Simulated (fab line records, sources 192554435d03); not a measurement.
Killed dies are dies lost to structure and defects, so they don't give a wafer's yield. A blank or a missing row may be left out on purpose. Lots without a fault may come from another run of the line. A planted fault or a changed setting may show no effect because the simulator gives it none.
fab line records | flow n5_finfet
record lots=6 wafers=18 last_day=18
route steps=1938 shown BEOL_M2@902 BEOL_M3@931 PASSIVATION@1936
lots that met no fault: from a run of the same line without faults
start_h: hours from the record's first day to the start of the lot's first wafer shown | wait_h: hours since the lot's step before | " the same as in the row above | L1.1+2: a row that stands for several wafers | - no value, or no start given | * or withheld: withheld | < > ~ a bound
route shown NAME@n: a module of which the file shows steps, and the number in the route of the first | usual: mean/standard deviation of fault-free wafers | same: alike in all rows | chamber/n: place in a boat | sites: the reading at each site | _std_site: their standard deviation | _edge_site: outer sites' mean less inner sites' | radius_mm: how far each site lies from the wafer's centre | mask NAME#n: copy n | behind: the tool/chamber that last shaped the wafer | hold: why the lot was held/for how many hours/how that ended | device: the transistor (n, p or np) that didn't switch | end of line: the same wafers' tests at the end of the route | a step without rows: its recipe alone | killed: dies lost to structure and defects at the first sort, not the wafer's yield | map: a wafer's dies, x killed, . not, _ none there
set.NAME: the setting as run; set.NAME@STEP: as run at that earlier step | model.NAME: the simulator's own value behind a step, which no gauge read
lots at some steps of the route; a table a step, a row a wafer
## steps
# step N5_BEOL_M2_SURFACE_TREAT_85
# recipe gas=Ar time_s=* ion_energy_ev=* ion_current_ma_cm2=0.5 pressure_mtorr=* ar_flow_sccm=30
# step N5_BEOL_M2_CVD_47
# recipe material=Co target_thk_a=30 temp_c=withheld precursor=CCTBA/H2 pressure_torr=30 time_s=223.8
# step N5_BEOL_M2_SPUTTER_48
# recipe material=Cu target_thk_a=45 temp_c=-20 chamber_pressure_pa=0.07 power_w=withheld time_s=8.29
# usual throttle_valve_pct=29.7/1
# columns lot.wafer tool chamber start_h wait_h throttle_valve_pct
L503.1 pvd_sputter-01 - 152.23 0.1 30.1
L503.2 " - " " 30.0
L503.5 " - " " 30.2
L509.1 pvd_sputter-03 - 179.13 0.1 28.0
L509.5 " - " " 30.7
L509.6 " - " " 28.3
L508.1 pvd_sputter-03 - 186.27 0.1 28.8
L508.4 " - " " 28.1
L508.6 " - " " 28.7
L510.3 pvd_sputter-02 - 187.94 1.3 29.0
L510.5 " - " " 29.2
L510.6 " - " " 29.0
L521.1 pvd_sputter-02 - 263.69 0.1 29.3
L521.2 " - " " 30.5
L521.6 " - " " 28.2
L518.4 pvd_sputter-03 - 270.25 0.1 31.0
L518.5 " - " " 28.4
L518.6 " - " " 31.2
# step N5_BEOL_M2_ANNEAL_49
# recipe temp_c=400 time_s=240 ambient=vacuum
# step N5_BEOL_M2_SPUTTER_79
# recipe material=Cu target_thk_a=45 temp_c=-20 chamber_pressure_pa=0.07 power_w=withheld time_s=8.29
# step N5_BEOL_M2_ANNEAL_80
# recipe temp_c=400 time_s=240 ambient=vacuum
# step N5_BEOL_M2_SPUTTER_81
# recipe material=Cu target_thk_a=45 temp_c=-20 chamber_pressure_pa=0.07 power_w=withheld time_s=8.29
# step N5_BEOL_M2_ANNEAL_82
# recipe temp_c=400 time_s=240 ambient=vacuum
# step N5_BEOL_M2_SPUTTER_86
# recipe material=Cu target_thk_a=45 temp_c=-20 chamber_pressure_pa=0.07 power_w=withheld time_s=8.29
# usual throttle_valve_pct=29.7/1
# columns lot.wafer tool chamber start_h wait_h throttle_valve_pct
L503.1 pvd_sputter-01 - 152.95 0.1 30.2
L503.2 " - " " 30.1
L503.5 " - " " 30.1
L509.1 pvd_sputter-03 - 179.79 0.1 28.3
L509.5 " - " " 30.7
L509.6 " - " " 28.4
L508.1 pvd_sputter-03 - 186.93 0.1 28.9
L508.4 " - " " 28.3
L508.6 " - " " 28.7
L510.3 pvd_sputter-02 - 188.60 0.1 29.3
L510.5 " - " " 29.4
L510.6 " - " " 29.1
L521.1 pvd_sputter-02 - 264.35 0.1 29.4
L521.2 " - " " 31.0
L521.6 " - " " 28.3
L518.4 pvd_sputter-03 - 270.91 0.1 30.7
L518.5 " - " " 28.4
L518.6 " - " " 31.4
# step N5_BEOL_M2_ANNEAL_87
# recipe temp_c=400 time_s=240 ambient=vacuum
# step N5_BEOL_M2_SPUTTER_88
# recipe material=Cu target_thk_a=45 temp_c=-20 chamber_pressure_pa=0.07 power_w=withheld time_s=8.29
# step N5_BEOL_M2_ANNEAL_89
# recipe temp_c=400 time_s=240 ambient=vacuum
# step N5_BEOL_M2_SPUTTER_90
# recipe material=Cu target_thk_a=45 temp_c=-20 chamber_pressure_pa=0.07 power_w=withheld time_s=8.29
# usual throttle_valve_pct=29.7/1
# columns lot.wafer tool chamber start_h wait_h throttle_valve_pct
L503.1 pvd_sputter-01 - 153.42 0.1 30.5
L503.2 " - " " 30.4
L503.5 " - " " 30.0
L509.1 pvd_sputter-03 - 180.23 0.1 28.2
L509.5 " - " " 30.9
L509.6 " - " " 28.3
L508.1 pvd_sputter-03 - 187.37 0.1 28.6
L508.4 " - " " 28.3
L508.6 " - " " 29.1
L510.3 pvd_sputter-02 - 189.04 0.1 28.9
L510.5 " - " " 29.2
L510.6 " - " " 28.7
L521.1 pvd_sputter-02 - 264.79 0.1 29.3
L521.2 " - " " 30.6
L521.6 " - " " 28.3
L518.4 pvd_sputter-03 - 271.35 0.1 31.0
L518.5 " - " " 28.1
L518.6 " - " " 31.2
# step N5_BEOL_M2_ANNEAL_91
# recipe temp_c=400 time_s=240 ambient=vacuum
# usual heater_power_w=830/45 susceptor_temp_C_max=401.0/0.47
# columns lot.wafer tool chamber start_h wait_h heater_power_w susceptor_temp_C_max
L503.1 pvd_sputter-01 - 153.51 0.0 858 400.9
L503.2 " - " " 849 400.2
L503.5 " - " " 852 401.0
L509.1 pvd_sputter-03 - 180.31 0.0 894 400.8
L509.5 " - " " 907 401.3
L509.6 " - " " 902 401.0
L508.1 pvd_sputter-03 - 187.45 0.0 866 401.8
L508.4 " - " " 905 400.7
L508.6 " - " " 878 402.3
L510.3 pvd_sputter-02 - 189.12 0.0 807 400.6
L510.5 " - " " 851 400.3
L510.6 " - " " 780 400.8
L521.1 pvd_sputter-02 - 264.87 0.0 837 400.5
L521.2 " - " " 780 401.1
L521.6 " - " " 827 402.0
L518.4 pvd_sputter-03 - 271.43 0.0 907 401.0
L518.5 " - " " 885 400.7
L518.6 " - " " 821 401.1
# step N5_BEOL_M2_SPUTTER_92
# recipe material=Cu target_thk_a=45 temp_c=-20 chamber_pressure_pa=0.07 power_w=withheld time_s=8.29
# usual throttle_valve_pct=29.7/1
# columns lot.wafer tool chamber start_h wait_h throttle_valve_pct
L503.1 pvd_sputter-01 - 153.66 0.1 30.2
L503.2 " - " " 30.2
L503.5 " - " " 30.1
L509.1 pvd_sputter-03 - 180.45 0.1 28.2
L509.5 " - " " 30.9
L509.6 " - " " 28.2
L508.1 pvd_sputter-03 - 187.59 0.1 28.8
L508.4 " - " " 28.6
L508.6 " - " " 28.9
L510.3 pvd_sputter-02 - 189.26 0.1 28.9
L510.5 " - " " 29.2
L510.6 " - " " 29.0
L521.1 pvd_sputter-02 - 265.01 0.1 29.5
L521.2 " - " " 30.5
L521.6 " - " " 28.3
L518.4 pvd_sputter-03 - 271.57 0.1 30.6
L518.5 " - " " 28.0
L518.6 " - " " 31.3
# step N5_BEOL_M2_ANNEAL_93
# recipe temp_c=400 time_s=240 ambient=vacuum
# step N5_BEOL_M2_SPUTTER_94
# recipe material=Cu target_thk_a=45 temp_c=-20 chamber_pressure_pa=0.07 power_w=withheld time_s=8.29
# usual throttle_valve_pct=29.7/1
# columns lot.wafer tool chamber start_h wait_h throttle_valve_pct
L503.1 pvd_sputter-01 - 153.90 0.1 30.5
L503.2 " - " " 30.5
L503.5 " - " " 30.1
L509.1 pvd_sputter-03 - 180.67 0.1 28.3
L509.5 " - " " 30.8
L509.6 " - " " 28.2
L508.1 pvd_sputter-03 - 187.81 0.1 28.9
L508.4 " - " " 28.4
L508.6 " - " " 29.0
L510.3 pvd_sputter-02 - 189.48 0.1 29.0
L510.5 " - " " 29.3
L510.6 " - " " 29.4
L521.1 pvd_sputter-02 - 265.23 0.1 29.2
L521.2 " - " " 30.6
L521.6 " - " " 28.5
L518.4 pvd_sputter-03 - 271.79 0.1 30.7
L518.5 " - " " 28.5
L518.6 " - " " 31.4
# step N5_BEOL_M2_ANNEAL_95
# recipe temp_c=400 time_s=240 ambient=vacuum
# step N5_BEOL_M2_SPUTTER_96
# recipe material=Cu target_thk_a=45 temp_c=-20 chamber_pressure_pa=0.07 power_w=withheld time_s=8.29
# step N5_BEOL_M2_ECD_50
# recipe material=Cu target_thk_a=3000
# step N5_BEOL_M2_ANNEAL_51
# recipe temp_c=225 time_s=90 ambient=N2
# step N5_BEOL_M2_CMP_52
# recipe stop_on=SiOC t_overpolish_s=6.8 down_force_psi=1 platen_rpm=50 clearing_platen_down_force_psi=1.5 clearing_platen_rpm=50 post_cmp_clean=cu_alkaline target_thk_nm=40 clearing_platen_pad_velocity_m_s=0.99484 pad_velocity_m_s=0.99484
# step N5_BEOL_M2_PRE_CLEAN_60
# recipe gas=NH3/H2 time_s=15 temp_c=* rf_power_w=300
# step N5_BEOL_M2_CO_CAP_55
# recipe material=Co target_thk_a=20 temp_c=200 precursor=CCTBA/H2 pressure_torr=30 time_s=102.1
# step N5_BEOL_M2_PRE_CLEAN_56
# recipe gas=NH3 time_s=15 temp_c=withheld rf_power_w=300
# step N5_BEOL_M2_DEP_57
# recipe material=SiCN target_thk_a=80 temp_c=withheld precursor=3MS/NH3 pressure_torr=3 rf_w=202 time_s=14
# step N5_BEOL_M2_RS_MEAS_58
# recipe thk_meas_gauge=four-point-probe reads=Co_of_BEOL_M2_CO_CAP_55+Cu_of_BEOL_M2_ECD_50+Co_of_BEOL_M2_CVD_47+TaN_of_BEOL_M2_ALD_84
# usual M2_RS=0.67/0.034
# columns lot.wafer tool chamber start_h wait_h M2_RS[ohm/sq]
L503.1 film_metro-02 - 155.25 0.0 0.65
L503.2 " - " " 0.63
L503.5 " - " " 0.66
L509.1 film_metro-02 - 182.22 0.0 0.72
L509.5 " - " " 0.67
L509.6 " - " " 0.72
L508.1 film_metro-01 - 189.08 0.0 0.68
L508.4 " - " " 0.70
L508.6 " - " " 0.73
L510.3 film_metro-02 - 190.75 0.1 0.60
L510.5 " - " " 0.65
L510.6 " - " " 0.62
L521.1 film_metro-02 - 266.50 0.0 0.67
L521.2 " - " " 0.66
L521.6 " - " " 0.67
L518.4 film_metro-01 - 273.06 0.0 0.64
L518.5 " - " " 0.65
L518.6 " - " " 0.65
# step N5_BEOL_M3_ILD_DEP_00
# recipe material=SiOC target_thk_a=790 temp_c=350 precursor=DEMS/O2 pressure_torr=5 rf_w=500 time_s=15.3
# step N5_BEOL_M3_THK_MEAS_01
# recipe reads=SiOC_of_BEOL_M3_ILD_DEP_00
# usual M3_ILD_THK=79.0/1
# columns lot.wafer tool chamber start_h wait_h M3_ILD_THK[nm]
L503.1 film_metro-02 - 155.38 0.0 79.0
L503.2 " - " " 77.8
L503.5 " - " " 80.5
L509.1 film_metro-02 - 182.35 0.0 78.6
L509.5 " - " " 79.5
L509.6 " - " " 79.2
L508.1 film_metro-01 - 189.21 0.0 78.6
L508.4 " - " " 79.9
L508.6 " - " " 80.9
L510.3 film_metro-02 - 190.88 0.1 79.2
L510.5 " - " " 79.5
L510.6 " - " " 79.8
L521.1 film_metro-02 - 266.63 0.0 78.3
L521.2 " - " " 78.7
L521.6 " - " " 79.6
L518.4 film_metro-02 - 273.19 0.0 78.9
L518.5 " - " " 78.4
L518.6 " - " " 79.0
# step N5_BEOL_M3_PECVD_72
# recipe material=SiO2 target_thk_a=160 temp_c=400 precursor=TEOS/O2 pressure_torr=5.5 rf_w=450 teos_flow_sccm=53.8 gas=O2 flow_sccm=3000 time_s=18
# step N5_BEOL_M3_HM_DEP_02
# recipe material=TiN target_thk_a=200 temp_c=25 chamber_pressure_pa=0.49996
# step N5_BEOL_M3_COAT_61
# recipe resist=SOC temp_c=250 time_s=60 spin_rpm=1500 resist_thk_nm=60
# step N5_BEOL_M3_COAT_62
# recipe resist=SiARC temp_c=220 time_s=60 spin_rpm=1500 resist_thk_nm=12
# step N5_BEOL_M3_COAT_73
# recipe resist=underlayer temp_c=205 time_s=60 spin_rpm=1500 resist_thk_nm=5
# step N5_BEOL_M3_COAT_05
# recipe resist=CAR-EUV spin_rpm=1500 resist_thk_nm=30
# step N5_BEOL_M3_EBR_07
# recipe solvent=PGMEA ebr_width_mm=1.5
# step N5_BEOL_M3_SOFTBAKE_06
# recipe temp_c=110 time_s=60 resist=CAR-EUV
# step N5_BEOL_M3_EXPOSE_08
# recipe mask_id=M3 na=0.33 source_shape=dipole sigma_inner=0.369 sigma_outer=0.767 polarization=unpolarized dose_mj=33
# step N5_BEOL_M3_PEB_09
# recipe peb_temp_c=100 peb_time_s=60 resist=CAR-EUV
# step N5_BEOL_M3_DEVELOP_10
# recipe develop_time_s=30 developer=TMAH resist=CAR-EUV rinse_liquid=surfactant_rinse dry=air_spin dev_temp_c=23
# step N5_PASSIVATION_PROBE_49
# usual defect_limited_yield=91.0/1.5 killed_at_M0_to_M3=32/9.6 killed_at_M4_up=13/4.7 killed_at_contacts=13/7.2 killed_at_front_end=44/13 killed_at_other=4/3.4 killed_dies=106/18 killed_on_rim=14/4.2 killed_open=70/13 killed_short=35/8 sort_bin_5_function=5.3/0.97 sort_bin_6_memory=3.4/0.73 sort_bin_8_speed=0.00/0.036 sort_n_pass=1074/18 sort_yield_pct=91.0/1.5
# same gross_dies=1180 killed_at_back_side=0 sort_bin_4_leakage[%]=0
# columns lot.wafer tool chamber start_h wait_h defect_limited_yield[%] killed_at_M0_to_M3 killed_at_M4_up killed_at_contacts killed_at_front_end killed_at_other killed_dies killed_on_rim killed_open killed_short sort_bin_5_function[%] sort_bin_6_memory[%] sort_bin_8_speed[%] sort_n_pass sort_yield_pct[%]
L503.1 prober-01 - 255.70 0.0 91.3 18 11 18 52 4 103 10 78 24 5.1 3.4 0 1077 91.3
L503.2 prober-01 - 255.75 0.1 91.5 29 16 12 42 1 100 18 71 28 5.2 3.0 0 1080 91.5
L503.5 prober-01 - 255.90 0.2 88.2 37 9 30 57 6 139 18 98 38 7.4 4.2 0 1041 88.2
L509.1 prober-02 - 278.60 0.0 85.5 111 10 11 38 1 171 28 56 24 9.7 3.0 0 1009 85.5
L509.5 prober-02 - 278.80 0.2 90.5 37 10 15 47 3 112 12 83 29 5.3 4.2 0 1068 90.5
L509.6 prober-02 - 278.85 0.3 84.9 123 3 9 40 3 178 29 61 26 9.7 3.2 0 1002 84.9
L508.1 prober-02 - 290.48 0.0 94.6 20 10 4 29 1 64 14 42 21 2.7 2.5 0 1116 94.6
L508.4 prober-02 - 290.63 0.2 85.1 119 15 3 36 3 176 27 52 32 9.2 3.8 0 1004 85.1
L510.3 prober-01 - 295.26 0.1 90.1 36 15 8 55 3 117 14 92 24 6.3 3.4 0 1063 90.1
L510.5 prober-01 - 295.36 0.2 91.4 29 15 17 38 3 102 17 60 36 5.3 3.0 0 1078 91.4
L510.6 prober-01 - 295.41 0.3 91.5 24 7 17 44 8 100 14 66 32 5.3 2.9 0 1080 91.5
L521.1 prober-01 - 396.06 0.0 89.5 28 17 10 62 7 124 12 90 33 7.0 3.4 0 1056 89.5
L521.2 prober-01 - 396.11 0.1 91.3 32 20 14 29 8 103 15 68 34 4.8 3.3 0 1077 91.3
L521.6 prober-01 - 396.31 0.3 89.2 32 19 18 46 12 127 17 87 40 5.8 4.7 0 1053 89.2
# killed by level:class
L503.1 STI_FIN_REVEAL:geometric_particle:open=31 MOL_CONTACT_COAG:geometric_particle:open=16 STI_FIN_REVEAL:geometric_particle:short=7 BEOL_M2:geometric_particle:open=6 BEOL_M4:geometric_particle:open=5 BEOL_M0_SAQP:geometric_particle:open=4 BEOL_M0_SAQP:geometric_particle:short=3 BEOL_M3:geometric_particle:open=3
L503.2 STI_FIN_REVEAL:geometric_particle:open=17 MOL_CONTACT_COAG:geometric_particle:open=9 BEOL_M0_SAQP:geometric_particle:short=8 FIN_SAQP:geometric_particle:open=7 BEOL_M3:geometric_particle:open=7 BEOL_M6:geometric_particle:open=5 DUMMY_GATE:geometric_particle:open=4 GATE_CUT:geometric_particle:short=4
L503.5 MOL_CONTACT_COAG:geometric_particle:open=26 STI_FIN_REVEAL:geometric_particle:open=19 BEOL_M0_SAQP:geometric_particle:open=12 BEOL_M0_SAQP:geometric_particle:short=11 DUMMY_GATE:geometric_particle:open=10 FIN_SAQP:geometric_particle:open=8 FIN_SAQP:geometric_particle:short=6 BEOL_M2:geometric_particle:open=5
L509.1 BEOL_M2:unspecified=91 MOL_CONTACT_COAG:geometric_particle:open=11 STI_FIN_REVEAL:geometric_particle:open=9 FIN_SAQP:geometric_particle:open=5 ILD0:geometric_particle:short=5 BEOL_M0:geometric_particle:open=5 BEOL_M0_SAQP:geometric_particle:short=4 DUMMY_GATE:geometric_particle:open=3
L509.5 STI_FIN_REVEAL:geometric_particle:open=12 MOL_CONTACT_COAG:geometric_particle:open=12 FIN_SAQP:geometric_particle:open=8 BEOL_M0_SAQP:geometric_particle:short=7 STARTING-WAFER:geometric_particle:open=6 BEOL_M1:geometric_particle:open=6 BEOL_M2:geometric_particle:open=6 BEOL_M0_SAQP:geometric_particle:open=5
L509.6 BEOL_M2:unspecified=91 FIN_SAQP:geometric_particle:open=13 BEOL_M1:geometric_particle:open=11 STI_FIN_REVEAL:geometric_particle:open=7 BEOL_M2:geometric_particle:open=7 MOL_CONTACT_COAG:geometric_particle:open=6 GATE_CUT:geometric_particle:short=4 BEOL_M0_SAQP:geometric_particle:open=3
L508.1 STI_FIN_REVEAL:geometric_particle:open=7 FIN_SAQP:geometric_particle:short=5 BEOL_M0_SAQP:geometric_particle:open=5 BEOL_M0_SAQP:geometric_particle:short=5 DUMMY_GATE:geometric_particle:open=4 MOL_CONTACT_COAG:geometric_particle:open=4 BEOL_M5:geometric_particle:open=4 GATE_CUT:geometric_particle:open=3
L508.4 BEOL_M2:unspecified=92 BEOL_M0_SAQP:geometric_particle:short=8 STI_FIN_REVEAL:geometric_particle:open=6 GATE_CUT:geometric_particle:open=6 FIN_SAQP:geometric_particle:open=5 BEOL_M2:geometric_particle:open=5 FIN_SAQP:geometric_particle:short=4 DUMMY_GATE:geometric_particle:open=4
L510.3 FIN_SAQP:geometric_particle:open=23 STI_FIN_REVEAL:geometric_particle:open=16 BEOL_M2:geometric_particle:open=15 FIN_SAQP:geometric_particle:short=7 MOL_CONTACT_COAG:geometric_particle:open=7 BEOL_M4:geometric_particle:open=7 BEOL_M3:geometric_particle:open=5 STARTING-WAFER:geometric_particle:short=3
L510.5 BEOL_M2:geometric_particle:open=12 MOL_CONTACT_COAG:geometric_particle:open=10 BEOL_M0_SAQP:geometric_particle:short=9 FIN_SAQP:geometric_particle:open=7 MOL_CONTACT_COAG:geometric_particle:short=7 GATE_CUT:geometric_particle:short=6 BEOL_M4:geometric_particle:open=6 FIN_SAQP:geometric_particle:short=4
L510.6 MOL_CONTACT_COAG:geometric_particle:open=14 FIN_SAQP:geometric_particle:open=11 STI_FIN_REVEAL:geometric_particle:open=9 BEOL_M0_SAQP:geometric_particle:short=7 BEOL_M0_SAQP:geometric_particle:open=6 GATE_CUT:geometric_particle:short=5 BEOL_M2:geometric_particle:open=5 FIN_SAQP:geometric_particle:short=4
L521.1 FIN_SAQP:geometric_particle:open=22 STI_FIN_REVEAL:geometric_particle:open=12 FIN_SAQP:geometric_particle:short=10 MOL_CONTACT_COAG:geometric_particle:open=9 BEOL_M4:geometric_particle:open=7 BEOL_M1:geometric_particle:open=6 BEOL_M0:geometric_particle:open=6 BEOL_M3:geometric_particle:open=5
L521.2 BEOL_M4:geometric_particle:open=11 FIN_SAQP:geometric_particle:short=10 MOL_CONTACT_COAG:geometric_particle:open=10 BEOL_M0_SAQP:geometric_particle:open=8 FIN_SAQP:geometric_particle:open=6 BEOL_M2:geometric_particle:open=6 BEOL_M3:geometric_particle:open=6 BEOL_M1:geometric_particle:open=5
L521.6 MOL_CONTACT_COAG:geometric_particle:open=15 FIN_SAQP:geometric_particle:open=12 BEOL_M2:geometric_particle:open=9 BEOL_M4:geometric_particle:open=8 STI_FIN_REVEAL:geometric_particle:open=7 FIN_SAQP:geometric_particle:short=6 BEOL_M1:geometric_particle:open=6 STARTING-WAFER:geometric_particle:open=6
# map L508.4 (x killed, . not)
_________________...........x________________
______________x...x............._____________
___________...x............x.......__________
__________..............xx.........._________
________...............x...x.x....x..._______
_______..........x.......x.............______
______.................................x_____
_____........x.....x.......x.............____
____x.x.................................x.___
___...................................x..x.__
___...........................x............__
__...........x..............x..............._
__......x..............x.x....x............._
_.....x..........................x......x....
_.....x..........x........x...............x..
_...............x..............x....x........
_............x..........x....................
_...........x................................
_.....x..x.........................xx.xx.xxx.
_...................x...............xx.x.xx..
_......x.x.......x......x.........xxxxxxxxxx.
__x.........x.....x............xxx.x.xxxxxxx_
__..........x.....x.............xxxxxxxxxxxx_
___...........x.....x........x..xxxxxxxxxxx__
___.x........................x..xxxxxxxxxxx__
____x...............x....x....x.xxxxxxxxxx___
_____........x....x...............xxxxxxx____
______.....x.......x.......x..x..xxxxxxx_____
_______.........................xx.xxxx______
________..x............x....x........._______
__________..........x............x.._________
___________......x.x...............__________
______________x.......x.x......._____________
_________________............________________
# map L509.6 (x killed, . not)
_________________x......x....________________
______________.......x.........._____________
___________............x....x......__________
__________................xx.....x.._________
________......x..........x...x......x._______
_______......................x.........______
______x...x....x......x................._____
_____...xx.....xx.....x...x.x.....x......____
____.......x.x.............x.........x..x.___
___x...x...............................xx..__
___........................................__
__............x.....x...............x......._
__..................................x......._
_.........x..........................x.......
_..x.......................x..........x....x.
_..x...x............................x........
_.........x..................................
_..x...........x..........x..................
_...x.....................x..x.......xx......
_.x................................x..xxxx...
_x.................x.....x..x.....xxxxxxxxxx.
__...........x.....x........x..x..xxxxxxxxxx_
__................x...........xx.xxxxxxxxxxx_
___.x...................x...xx...xxxxxxxxxx__
___.............x......x...x....xx.xxxxxxxx__
____................x...x...x...xxxxxxxxxx___
_____....x....x..................xxxxxxxx____
______......x......x.............xxxxxxx_____
_______xx.....x..................xx.xxx______
________..x.......................xxx._______
__________.x........................_________
___________........................__________
______________.......x.........._____________
_________________.......x....________________
## key
first_sign step=N5_PASSIVATION_PROBE_49 reading=killed_at_M0_to_M3 direction=up sigmas=9 usual=32 struck=118
effect step=N5_PASSIVATION_PROBE_49 reading=defect_limited_yield direction=down sigmas=3.8 usual=91.0 struck=85.2
more_kills_born_at N5_BEOL_M2_SPUTTER_90@pvd_sputter-03=274
met_at N5_BEOL_M2_SPUTTER_90
struck_wafers L508.4,L509.1,L509.6
fault kind=chamber_particle_source tool=pvd_sputter-03 chamber=- onset_h=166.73 steps=N5_BEOL_M2_SPUTTER_90 rate_per_visit_cm2=0.84986 end_h=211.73 scope=struck_wafers_only
